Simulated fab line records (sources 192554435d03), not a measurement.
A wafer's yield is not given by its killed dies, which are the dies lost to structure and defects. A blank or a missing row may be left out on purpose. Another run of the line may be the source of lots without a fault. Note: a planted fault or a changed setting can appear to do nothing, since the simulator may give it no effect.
fab line records	flow n5-finfet
record lots=7	wafers=21
route steps=1938 shown BEOL_M5@1160 BEOL_M6@1212 BEOL_M7@1263
start-h: hours from the record's opening day to when the first of the lot's shown wafers began	wait-h: hours from the lot's prior step to this one	" the same as in the row above	L1.1+2: one row covering several wafers at once	- no value, or no start given	* or withheld: withheld	< > ~ a bound
route shown NAME@n: a module of which the file shows steps, and the number in the route of the first	usual: average and standard deviation across the fault-free wafers	same: alike in all rows	chamber/n: place in a boat	sites: per-site readings	_std_site: the values' standard deviation	_edge_site: outer sites' mean less inner sites'	radius-mm: how far each site lies from the wafer's centre	mask NAME#n: copy n	behind: the tool/chamber that last shaped the wafer	hold: the reason the lot was held/the length of the hold in hours/how it ended	device: which transistor (n, p or np) failed to switch	end of line: at the end of the route, the tests of the same wafers	for a step that has no rows: nothing shown but its recipe	killed: not the wafer's yield, but the dies lost to structure and defects at the first sort	map: shows each die of a wafer: x if killed, . if not, _ if none is there
set.NAME: the run value of the setting; set.NAME@STEP: its run value at that earlier step	model.NAME: the simulator's own value behind a step, which no gauge read
lots where settings were altered on purpose, with a table for each step and a row for each wafer
## steps
# step N5_BEOL_M5_TRENCH_ETCH_37
# recipe chemistry=C4F6/O2	target-depth-a=716.52	target=SiCOH_lowk	time-s=24.7	ion-energy-ev=250	pressure-mtorr=30	source-w=345	bias-w=185	Ar_flow_sccm=300	C4F6_flow_sccm=10	O2_flow_sccm=10
lot.wafer	tool	chamber	start-h	wait-h	set.time-s	model.etch.depth-nm	model.BEOL_M5.feature-depth-nm
L074.1	rie-diel-03	0	-	-	24.7	69.96	70
L074.3	"	3	"	"	24.7	72.26	72.2
L074.4	"	1	"	"	21.93	64.28	64.2
L081.4	rie-diel-06	1	-	-	21.02	62.91	63
L081.5	"	0	"	"	21.02	62.12	62.2
L081.6	"	1	"	"	24.7	73.48	73.4
L084.1	rie-diel-05	0	-	-	24.7	71.47	71.4
L084.2	"	1	"	"	24.7	72.49	72.4
L084.6	"	0	"	"	24.7	71.55	71.6
L086.3	rie-diel-05	2	-	-	24.7	73.34	73.4
L086.4	"	1	"	"	24.7	73.18	73.2
L086.5	"	0	"	"	24.7	72.81	72.8
L089.2	rie-diel-05	3	-	-	22.14	65.14	65.2
L089.3	"	2	"	"	22.14	66.92	67
L089.6	"	2	"	"	22.14	66.68	66.6
L090.2	rie-diel-03	0	-	-	24.7	69.47	69.4
L090.3	"	3	"	"	24.7	74.51	74.6
L090.5	"	2	"	"	24.7	72.11	72.2
L091.3	rie-diel-05	3	-	-	24.7	70.86	70.8
L091.4	"	1	"	"	24.7	73.11	73.2
L091.6	"	2	"	"	27.03	80.88	80.8
# step N5_BEOL_M5_ETCH_41
# recipe chemistry=CH3F/O2	target=SiCN	target-depth-a=315	taper-deg=2	time-s=56.7	ion-energy-ev=120	mask-material=TiN	pressure-mtorr=30	source-w=395	bias-w=75	Ar_flow_sccm=150	CH3F_flow_sccm=30	O2_flow_sccm=20
# step N5_BEOL_M5_STRIP_91
# recipe chemistry=N2/H2	time-s=10	power-w=450	temp-c=40	pressure-mtorr=20	rf-frequency-hz=6e+07	bias-power-w=7	n2-flow-sccm=200	h2-flow-sccm=200
# step N5_BEOL_M5_OCD_MEAS_38
# usual trench-depth-nm=72.0/1.4
lot.wafer	tool	chamber	start-h	wait-h	set.time-s@BEOL_M5_TRENCH_ETCH_37	trench-depth-nm
L074.1	ocd-01	-	187.55	-	24.7	70.1
L074.3	"	-	"	"	24.7	72.2
L074.4	"	-	"	"	21.93	64.3
L081.4	ocd-02	-	229.03	-	21.02	63.5
L081.5	"	-	"	"	21.02	61.9
L081.6	"	-	"	"	24.7	73.8
L084.1	ocd-02	-	230.36	-	24.7	71.8
L084.2	"	-	"	"	24.7	72.5
L084.6	"	-	"	"	24.7	71.9
L086.3	ocd-02	-	251.71	-	24.7	72.7
L086.4	"	-	"	"	24.7	73.4
L086.5	"	-	"	"	24.7	73.1
L089.2	ocd-01	-	267.34	-	22.14	64.5
L089.3	"	-	"	"	22.14	66.8
L089.6	"	-	"	"	22.14	66.4
L090.2	ocd-01	-	275.17	-	24.7	69.8
L090.3	"	-	"	"	24.7	74.3
L090.5	"	-	"	"	24.7	72.2
L091.3	ocd-01	-	277.77	-	24.7	70.6
L091.4	"	-	"	"	24.7	73.3
L091.6	"	-	"	"	27.03	80.8
# step N5_BEOL_M5_HM_STRIP_39
# recipe chemistry=peroxide-tin-strip	material=TiN	target-depth-a=250	temp-c=50	time-s=158
# step N5_BEOL_M5_SRD_40
# recipe time-s=30	temp-c=23	rinse-liquid=diw	dry=ipa-marangoni
# step N5_BEOL_M5_ECD_50
# recipe material=Cu	target-thk-a=3000
# step N5_BEOL_M5_ANNEAL_51
# recipe temp-c=225	time-s=90	ambient=N2
# step N5_BEOL_M5_CMP_52
# recipe stop-on=SiCOH_lowk	t-overpolish-s=6.9	down-force-psi=1	platen-rpm=50	clearing-platen-down-force-psi=1.5	clearing-platen-rpm=50	post-cmp-clean=cu-alkaline	target-thk-nm=62	clearing-platen-pad-velocity-m-s=0.99484	pad-velocity-m-s=0.99484
lot.wafer	tool	chamber	start-h	wait-h	set.time-s@BEOL_M5_TRENCH_ETCH_37	model.Cu_of_BEOL_M5_ECD_50.thk-nm
L074.1	cmp-01	2	195.56	0.5	24.7	60.4
L074.3	"	3	"	"	24.7	62
L074.4	"	1	"	"	21.93	54.8
L081.4	cmp-01	1	235.29	0.2	21.02	55
L081.5	"	3	"	"	21.02	51.8
L081.6	"	0	"	"	24.7	65.6
L084.1	cmp-02	3	238.69	0.3	24.7	60
L084.2	"	1	"	"	24.7	63.4
L084.6	"	3	"	"	24.7	61.2
L086.3	cmp-01	1	259.74	1.5	24.7	63.2
L086.4	"	0	"	"	24.7	64.4
L086.5	"	2	"	"	24.7	61.8
L089.2	cmp-02	1	275.44	0.2	22.14	55
L089.3	"	2	"	"	22.14	55.8
L089.6	"	1	"	"	22.14	57.6
L090.2	cmp-04	3	281.66	0.2	24.7	58
L090.3	"	2	"	"	24.7	63
L090.5	"	0	"	"	24.7	61
L091.4	cmp-04	0	284.23	0.1	24.7	62.4
L091.3	"	2	"	"	24.7	59.6
L091.6	"	1	"	"	27.03	70.4
# step N5_BEOL_M5_THK_MEAS_53
# recipe thk-meas-gauge=xrf	reads=Cu_of_BEOL_M5_ECD_50
# usual M5_THK=62.7/1.7
lot.wafer	tool	chamber	start-h	wait-h	set.time-s@BEOL_M5_TRENCH_ETCH_37	M5_THK[nm]
L074.1	film-metro-01	-	195.86	-	24.7	60.9
L074.3	"	-	"	"	24.7	62.3
L074.4	"	-	"	"	21.93	55.3
L081.4	film-metro-01	-	235.51	-	21.02	55.9
L081.5	"	-	"	"	21.02	52.5
L081.6	"	-	"	"	24.7	66.9
L084.1	film-metro-01	-	238.99	-	24.7	60.8
L084.2	"	-	"	"	24.7	64.2
L084.6	"	-	"	"	24.7	62.4
L086.3	film-metro-02	-	260.04	-	24.7	64.1
L086.4	"	-	"	"	24.7	64.9
L086.5	"	-	"	"	24.7	62.7
L089.2	film-metro-01	-	275.73	-	22.14	55.2
L089.3	"	-	"	"	22.14	56.0
L089.6	"	-	"	"	22.14	58.0
L090.2	film-metro-01	-	281.95	-	24.7	58.0
L090.3	"	-	"	"	24.7	63.0
L090.5	"	-	"	"	24.7	61.1
L091.3	film-metro-02	-	284.53	-	24.7	60.5
L091.4	"	-	"	"	24.7	63.5
L091.6	"	-	"	"	27.03	71.5
# step N5_BEOL_M5_PRE_CLEAN_77
# recipe gas=NH3/H2	time-s=15	temp-c=*	rf-power-w=300
# step N5_BEOL_M5_CO_CAP_78
# recipe material=Co	target-thk-a=20	temp-c=200	precursor=CCTBA/H2	pressure-torr=30	time-s=102.1
# step N5_BEOL_M5_PRE_CLEAN_55
# recipe gas=NH3	time-s=15	temp-c=withheld	rf-power-w=300
# step N5_BEOL_M5_DEP_56
# recipe material=SiCN	target-thk-a=80	temp-c=withheld	precursor=3MS/NH3	pressure-torr=3	rf-w=202	time-s=14
# step N5_BEOL_M5_RS_MEAS_57
# recipe thk-meas-gauge=four-point-probe	reads=Co_of_BEOL_M5_CO_CAP_78+Cu_of_BEOL_M5_ECD_50+Co_of_BEOL_M5_CVD_47+TaN_of_BEOL_M5_ALD_86
# usual M5_RS=0.386/0.012
lot.wafer	tool	chamber	start-h	wait-h	set.time-s@BEOL_M5_TRENCH_ETCH_37	M5_RS[ohm/sq]
L074.1	film-metro-01	-	196.12	0.0	24.7	0.398
L074.3	"	-	"	"	24.7	0.387
L074.4	"	-	"	"	21.93	0.448
L081.4	film-metro-02	-	235.80	0.1	21.02	0.447
L081.5	"	-	"	"	21.02	0.483
L081.6	"	-	"	"	24.7	0.361
L084.1	film-metro-02	-	239.25	0.0	24.7	0.403
L084.2	"	-	"	"	24.7	0.376
L084.6	"	-	"	"	24.7	0.394
L086.3	film-metro-01	-	260.54	0.1	24.7	0.377
L086.4	"	-	"	"	24.7	0.369
L086.5	"	-	"	"	24.7	0.388
L089.2	film-metro-02	-	276.05	0.1	22.14	0.448
L089.3	"	-	"	"	22.14	0.441
L089.6	"	-	"	"	22.14	0.422
L090.2	film-metro-01	-	282.21	0.1	24.7	0.419
L090.3	"	-	"	"	24.7	0.379
L090.5	"	-	"	"	24.7	0.394
L091.3	film-metro-01	-	284.82	0.1	24.7	0.406
L091.4	"	-	"	"	24.7	0.383
L091.6	"	-	"	"	27.03	0.332
# step N5_BEOL_M6_ETCH_62
# recipe chemistry=N2/H2	target=SOC	target-depth-a=1100	overetch-a=220	mask-material=SiARC	temp-c=40	time-s=165	ion-energy-ev=200	pressure-mtorr=30	source-w=840	bias-w=150	n2-flow-sccm=200	h2-flow-sccm=200
lot.wafer	tool	chamber	start-h	wait-h	set.time-s	model.SiARC_of_BEOL_M6_COAT_60.thk-nm
L074.1	rie-diel-02	3	198.79	0.0	165	28.2
L074.3	"	0	"	"	165	28.6
L074.4	"	2	"	"	165	28
L081.4+6	rie-diel-04	2,3	237.93	0.0	165	28.4
L081.5	"	0	"	"	187.7	27.4
L084.1+2	rie-diel-04	0,1	242.68	0.0	189.2	27.2
L084.6	"	3	"	"	165	28.2
L086.3	rie-diel-02	0	264.85	0.0	142.5	29.4
L086.4+5	"	2,1	"	"	165	28
L089.2	rie-diel-01	3	278.82	0.0	149.2	29.4
L089.3	"	1	"	"	165	28.4
L089.6	"	3	"	"	165	28.8
L090.2+3+5	rie-diel-04	2,3,2	284.59	0.0	165	28.2
L091.3+6	rie-diel-01	2	288.71	0.0	165	28.4
L091.4	"	0	"	"	165	28.6
# step N5_BEOL_M6_EXPOSE_25
# recipe mask-id=V5	na=0.33	source-shape=annular	sigma-inner=0.4	sigma-outer=0.8	polarization=unpolarized	target-cd-nm=40	dose-mj=45
lot.wafer	tool	chamber	start-h	wait-h	mask	set.dose-mj
L074.1+4	euv-scanner-01	0	199.90	-	V5#0	46.04
L074.3	"	0	"	"	V5#0	45
L081.4+5	euv-scanner-02	0	238.62	-	V5#0	45
L081.6	"	0	"	"	V5#0	48.29
L084.1	euv-scanner-02	0	245.00	-	V5#0	45
L084.2+6	"	0	"	"	V5#0	43.64
L086.3+4+5	euv-scanner-02	0	266.55	-	V5#0	45
L089.2+6	euv-scanner-01	0	281.20	-	V5#0	43.71
L089.3	"	0	"	"	V5#0	45
L090.2+3+5	euv-scanner-01	0	287.25	-	V5#0	45
L091.3+4	euv-scanner-01	0	289.31	-	V5#0	45
L091.6	"	0	"	"	V5#0	42.04
# step N5_BEOL_M6_PEB_26
# recipe peb-temp-c=100	peb-time-s=60	resist=CAR-EUV
# step N5_BEOL_M6_DEVELOP_27
# recipe develop-time-s=30	developer=TMAH	resist=CAR-EUV	rinse-liquid=surfactant-rinse	dry=air-spin	dev-temp-c=23
# step N5_BEOL_M6_CD_MEAS_28
# recipe target-cd-nm=40	landing-energy-ev=500	detector=se-inlens
# usual cd-nm=40.04/0.23
lot.wafer	tool	chamber	start-h	wait-h	set.dose-mj@BEOL_M6_EXPOSE_25	cd-nm
L074.1	cd-sem-02	0	200.03	-	46.04	40.76
L074.3	"	0	"	"	45	40.11
L074.4	"	0	"	"	46.04	40.75
L081.4	cd-sem-02	0	238.73	-	45	39.91
L081.5	"	0	"	"	45	39.64
L081.6	"	0	"	"	48.29	41.27
L084.1	cd-sem-03	0	245.14	-	45	39.80
L084.2	"	0	"	"	43.64	39.25
L084.6	"	0	"	"	43.64	39.38
L086.3	cd-sem-02	0	266.67	-	45	40.27
L086.4	"	0	"	"	45	40.29
L086.5	"	0	"	"	45	40.08
L089.2	cd-sem-01	0	281.33	-	43.71	39.58
L089.3	"	0	"	"	45	39.97
L089.6	"	0	"	"	43.71	39.48
L090.2	cd-sem-01	0	287.38	-	45	39.78
L090.3	"	0	"	"	45	40.03
L090.5	"	0	"	"	45	40.23
L091.3	cd-sem-03	0	289.43	-	45	39.94
L091.4	"	0	"	"	45	39.76
L091.6	"	0	"	"	42.04	38.13
# step N5_BEOL_M6_DESCUM_33
# recipe chemistry=O2	time-s=7	source-power-w=50	bias-power-w=20	pressure-mtorr=20	rf-frequency-hz=2.712e+07	temp-c=40	resist=CAR-EUV	o2-flow-sccm=225
lot.wafer	tool	chamber	start-h	wait-h	set.dose-mj@BEOL_M6_EXPOSE_25	model.BEOL_M6.cd-nm
L074.1+4	rie-diel-01	2,3	200.16	0.0	46.04	40.6
L074.3	"	0	"	"	45	40
L081.4	rie-diel-02	1	238.97	0.2	45	39.8
L081.5	"	0	"	"	45	39.6
L081.6	"	1	"	"	48.29	41.2
L084.1	rie-diel-04	1	245.36	0.1	45	39.8
L084.2	"	2	"	"	43.64	39
L084.6	"	1	"	"	43.64	39.2
L086.3	rie-diel-01	3	266.99	0.2	45	40
L086.4+5	"	1	"	"	45	39.8
L089.2+6	rie-diel-01	0,1	281.77	0.4	43.71	39.4
L089.3	"	2	"	"	45	40.4
L090.2+5	rie-diel-02	1	287.50	0.0	45	39.6
L090.3	"	0	"	"	45	39.8
L091.3	rie-diel-01	0	289.55	0.0	45	40
L091.4	"	3	"	"	45	39.8
L091.6	"	1	"	"	42.04	38.2
# step N5_BEOL_M6_ETCH_72
# recipe chemistry=N2/H2	target=underlayer	target-depth-a=65	mask-material=CAR-EUV	time-s=5.2	ion-energy-ev=200	pressure-mtorr=30	source-w=840	bias-w=150	n2-flow-sccm=200	h2-flow-sccm=200	ends=cleared
# step N5_BEOL_M6_ETCH_65
# recipe chemistry=CF4	target=SiARC	target-depth-a=156	mask-material=CAR-EUV	time-s=26	ion-energy-ev=80	pressure-mtorr=40	source-w=545	bias-w=36	Ar_flow_sccm=100	cf4-flow-sccm=100	ends=cleared
lot.wafer	tool	chamber	start-h	wait-h	set.dose-mj@BEOL_M6_EXPOSE_25	model.BEOL_M6.cd-nm
L074.1	rie-diel-01	2	200.21	0.0	46.04	40.8
L074.3	"	0	"	"	45	39.8
L074.4	"	3	"	"	46.04	40.6
L081.4	rie-diel-02	1	239.03	0.0	45	39.8
L081.5	"	0	"	"	45	39.6
L081.6	"	1	"	"	48.29	41.2
L084.1	rie-diel-04	1	245.41	0.0	45	40
L084.2	"	2	"	"	43.64	39.2
L084.6	"	1	"	"	43.64	39.4
L086.3	rie-diel-01	3	267.04	0.0	45	40
L086.4+5	"	1	"	"	45	39.8
L089.2	rie-diel-01	0	281.82	0.0	43.71	39.4
L089.3	"	2	"	"	45	40.4
L089.6	"	1	"	"	43.71	39.2
L090.2+3	rie-diel-02	1,0	287.56	0.0	45	39.8
L090.5	"	1	"	"	45	39.6
L091.3	rie-diel-01	0	289.60	0.0	45	40
L091.4	"	3	"	"	45	39.8
L091.6	"	1	"	"	42.04	38.2
# step N5_BEOL_M6_ETCH_66
# recipe chemistry=N2/H2	target=SOC	target-depth-a=800	overetch-a=160	mask-material=SiARC	temp-c=40	time-s=120	ion-energy-ev=200	pressure-mtorr=30	source-w=840	bias-w=150	n2-flow-sccm=200	h2-flow-sccm=200
lot.wafer	tool	chamber	start-h	wait-h	set.dose-mj@BEOL_M6_EXPOSE_25	model.BEOL_M6.cd-nm
L074.1	rie-diel-01	2	200.24	0.0	46.04	40.8
L074.3	"	0	"	"	45	40
L074.4	"	3	"	"	46.04	40.4
L081.4	rie-diel-02	1	239.05	0.0	45	39.8
L081.5	"	0	"	"	45	39.6
L081.6	"	1	"	"	48.29	41.2
L084.1	rie-diel-04	1	245.44	0.0	45	40
L084.2	"	2	"	"	43.64	39.4
L084.6	"	1	"	"	43.64	39.2
L086.3	rie-diel-01	3	267.07	0.0	45	40
L086.4	"	1	"	"	45	39.6
L086.5	"	1	"	"	45	39.8
L089.2	rie-diel-01	0	281.85	0.0	43.71	39.4
L089.3	"	2	"	"	45	40.4
L089.6	"	1	"	"	43.71	39
L090.2+5	rie-diel-02	1	287.58	0.0	45	39.6
L090.3	"	0	"	"	45	40
L091.3	rie-diel-01	0	289.63	0.0	45	40.2
L091.4	"	3	"	"	45	40
L091.6	"	1	"	"	42.04	38.2
# step N5_BEOL_M7_ILD_DEP_00
# recipe material=SiCOH_lowk	target-thk-a=1797.5	temp-c=300	precursor=DEMS/porogen	pressure-torr=5	rf-w=500	time-s=33.4
lot.wafer	tool	chamber	start-h	wait-h	set.time-s	model.SiCOH_lowk_of_BEOL_M7_ILD_DEP_00.thk-nm
L074.1	pecvd-04	1	202.81	0.0	35.98	191.8
L074.3	"	0	"	"	33.4	183
L074.4	"	1	"	"	35.98	193.6
L081.4	pecvd-04	0	243.76	0.1	33.4	181.2
L081.5	"	1	"	"	33.4	180
L081.6	"	2	"	"	31.57	171.6
L084.1	pecvd-02	1	249.73	0.0	38.03	198.8
L084.2	"	2	"	"	33.4	175
L084.6	"	0	"	"	38.03	201.6
L086.3	pecvd-02	2	271.85	0.0	29.19	158.2
L086.4	"	2	"	"	29.19	158.6
L086.5	"	0	"	"	29.19	159
L089.2	pecvd-04	2	285.44	0.0	37.83	200.6
L089.3	"	2	"	"	37.83	205
L089.6	"	2	"	"	33.4	178.6
L090.2	pecvd-02	1	290.39	0.0	33.4	176.8
L090.3	"	0	"	"	33.4	177
L090.5	"	1	"	"	33.4	181.2
L091.3	pecvd-03	2	294.30	0.0	33.4	179
L091.4	"	0	"	"	35.4	193.4
L091.6	"	2	"	"	35.4	194.8
# step N5_BEOL_M7_CURE_74
# recipe temp-c=385	time-s=240	ambient=He/Ar	material=SiCOH_lowk
lot.wafer	tool	chamber	start-h	wait-h	set.time-s@BEOL_M7_ILD_DEP_00	model.SiCOH_lowk_of_BEOL_M7_ILD_DEP_00.thk-nm
L074.1	uv-cure-02	0	202.89	0.1	35.98	165.4
L074.3	"	0	"	"	33.4	157.8
L074.4	"	0	"	"	35.98	167.2
L081.4	uv-cure-01	0	244.29	0.5	33.4	156.4
L081.5	"	0	"	"	33.4	155.2
L081.6	"	0	"	"	31.57	148
L084.1	uv-cure-01	2	249.79	0.0	38.03	171.6
L084.2	"	2	"	"	33.4	150.8
L084.6	"	2	"	"	38.03	174
L086.3	uv-cure-02	1	272.15	0.3	29.19	136.2
L086.4	"	1	"	"	29.19	136.6
L086.5	"	1	"	"	29.19	136.8
L089.2	uv-cure-01	0	285.69	0.2	37.83	173.2
L089.3	"	0	"	"	37.83	177
L089.6	"	0	"	"	33.4	154
L090.2+3	uv-cure-03	1	290.54	0.1	33.4	152.6
L090.5	"	1	"	"	33.4	156.4
L091.3	uv-cure-01	2	294.53	0.2	33.4	154.4
L091.4	"	2	"	"	35.4	166.8
L091.6	"	2	"	"	35.4	168.2
# step N5_BEOL_M7_THK_MEAS_01
# recipe reads=SiCOH_lowk_of_BEOL_M7_ILD_DEP_00
# usual M7_ILD_THK=154.6/2
lot.wafer	tool	chamber	start-h	wait-h	set.time-s@BEOL_M7_ILD_DEP_00	M7_ILD_THK[nm]
L074.1	film-metro-02	-	203.41	0.4	35.98	165.6
L074.3	"	-	"	"	33.4	157.8
L074.4	"	-	"	"	35.98	167.2
L081.4	film-metro-01	-	244.80	0.4	33.4	156.4
L081.5	"	-	"	"	33.4	155.4
L081.6	"	-	"	"	31.57	147.9
L084.1	film-metro-02	-	250.78	0.8	38.03	171.8
L084.2	"	-	"	"	33.4	150.8
L084.6	"	-	"	"	38.03	174.0
L086.3	film-metro-01	-	272.51	0.3	29.19	136.1
L086.4	"	-	"	"	29.19	136.5
L086.5	"	-	"	"	29.19	136.9
L089.2	film-metro-01	-	286.52	0.7	37.83	173.4
L089.3	"	-	"	"	37.83	176.9
L089.6	"	-	"	"	33.4	154.0
L090.2	film-metro-01	-	290.97	0.4	33.4	152.7
L090.3	"	-	"	"	33.4	152.5
L090.5	"	-	"	"	33.4	156.3
L091.3	film-metro-01	-	294.88	0.3	33.4	154.5
L091.4	"	-	"	"	35.4	166.9
L091.6	"	-	"	"	35.4	168.3
## key
split step=N5_BEOL_M5_TRENCH_ETCH_37	setting=time-s	stated=24.7	by=wafer
response step=N5_BEOL_M5_TRENCH_ETCH_37	reading=model.etch.depth-nm	change=+0.742	per=1%	r=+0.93
response step=N5_BEOL_M5_TRENCH_ETCH_37	reading=model.BEOL_M5.feature-depth-nm	change=+0.736	per=1%	r=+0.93
response step=N5_BEOL_M5_OCD_MEAS_38	reading=trench-depth-nm	change=+0.747	per=1%	r=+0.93
response step=N5_BEOL_M5_CMP_52	reading=model.Cu_of_BEOL_M5_ECD_50.thk-nm	change=+0.784	per=1%	r=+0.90
response step=N5_BEOL_M5_THK_MEAS_53	reading=M5_THK	change=+0.798	per=1%	r=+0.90
response step=N5_BEOL_M5_RS_MEAS_57	reading=M5_RS	change=-0.00633	per=1%	r=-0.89
split step=N5_BEOL_M6_ETCH_62	setting=time-s	stated=165	by=wafer
response step=N5_BEOL_M6_ETCH_62	reading=model.SiARC_of_BEOL_M6_COAT_60.thk-nm	change=-0.0809	per=1%	r=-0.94
split step=N5_BEOL_M6_EXPOSE_25	setting=dose-mj	stated=45	by=wafer
response step=N5_BEOL_M6_CD_MEAS_28	reading=cd-nm	change=+0.222	per=1%	r=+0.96
response step=N5_BEOL_M6_DESCUM_33	reading=model.BEOL_M6.cd-nm	change=+0.239	per=1%	r=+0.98
response step=N5_BEOL_M6_ETCH_65	reading=model.BEOL_M6.cd-nm	change=+0.247	per=1%	r=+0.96
response step=N5_BEOL_M6_ETCH_66	reading=model.BEOL_M6.cd-nm	change=+0.255	per=1%	r=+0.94
split step=N5_BEOL_M7_ILD_DEP_00	setting=time-s	stated=33.4	by=wafer
response step=N5_BEOL_M7_ILD_DEP_00	reading=model.SiCOH_lowk_of_BEOL_M7_ILD_DEP_00.thk-nm	change=+1.79	per=1%	r=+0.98
response step=N5_BEOL_M7_CURE_74	reading=model.SiCOH_lowk_of_BEOL_M7_ILD_DEP_00.thk-nm	change=+1.56	per=1%	r=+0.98
response step=N5_BEOL_M7_THK_MEAS_01	reading=M7_ILD_THK	change=+1.57	per=1%	r=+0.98
